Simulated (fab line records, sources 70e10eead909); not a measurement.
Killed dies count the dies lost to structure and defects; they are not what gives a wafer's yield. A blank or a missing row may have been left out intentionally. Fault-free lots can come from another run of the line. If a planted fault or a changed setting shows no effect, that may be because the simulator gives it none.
Matching of chambers :: flow nand harc :: 4 sister chambers for NHARC_A_DECK1_JOINT_ETCHBACK_07 on rie si-05
The step etches the open film in HBr, target depth 105 nm, time 26.9 s. 8 wafers are shown with their chamber, then 8 later ones without.

== WAFERS WITH THEIR CHAMBER ==
wafer: L083.3
chamber: 3
drypump motor current A (A): 6.3
oes product au (a.u.): 0.992

wafer: L085.2
chamber: 3
drypump motor current A (A): 6.3
oes product au (a.u.): 0.982

wafer: L085.6
chamber: 2
drypump motor current A (A): 5.7
oes product au (a.u.): 0.997

wafer: L087.6
chamber: 0
drypump motor current A (A): 6.7
oes product au (a.u.): 1.024

wafer: L088.1
chamber: 0
drypump motor current A (A): 6.7
oes product au (a.u.): 1.010

wafer: L088.3
chamber: 2
drypump motor current A (A): 5.6
oes product au (a.u.): 1.011

wafer: L088.4
chamber: 1
drypump motor current A (A): 5.5
oes product au (a.u.): 1.011

wafer: L091.1
chamber: 1
drypump motor current A (A): 5.5
oes product au (a.u.): 1.000

== WAFERS MISSING THEIR CHAMBER ==
wafer: L091.4
drypump motor current A (A): 5.7
oes product au (a.u.): 0.999

wafer: L091.5
drypump motor current A (A): 6.3
oes product au (a.u.): 0.994

wafer: L092.1
drypump motor current A (A): 6.3
oes product au (a.u.): 1.003

wafer: L092.2
drypump motor current A (A): 6.6
oes product au (a.u.): 1.035

wafer: L092.4
drypump motor current A (A): 6.6
oes product au (a.u.): 1.039

wafer: L095.3
drypump motor current A (A): 5.7
oes product au (a.u.): 0.996

wafer: L095.4
drypump motor current A (A): 5.5
oes product au (a.u.): 1.009

wafer: L095.5
drypump motor current A (A): 5.5
oes product au (a.u.): 1.006

== WHICH CHAMBER EACH ONE RAN IN ==
wafer: L091.4
from the rows above: 2
in truth: 2

wafer: L091.5
from the rows above: 3
in truth: 3

wafer: L092.1
from the rows above: 3
in truth: 3

wafer: L092.2
from the rows above: 0
in truth: 0

wafer: L092.4
from the rows above: 0
in truth: 0

wafer: L095.3
from the rows above: 2
in truth: 2

wafer: L095.4
from the rows above: 1
in truth: 1

wafer: L095.5
from the rows above: 1
in truth: 1
8 of 8 placed correctly. Number that these rows cannot place: 0. 0 placed wrongly.
How it was worked out, from the rows above alone: a wafer's distance from a chamber is the root of the sum, over the readings, of the square of ((its reading less the chamber's mean) divided by the reading's scatter). If the next closest chamber is less than 2 further off than the closest, the wafer can't be placed; otherwise it belongs to the closest. For every chamber, the mean is computed from those of its wafers that are shown. The scatter: take each reading less its chamber's mean, square it, sum over the shown wafers, divide by the number of wafers less the number of chambers, and take the root.
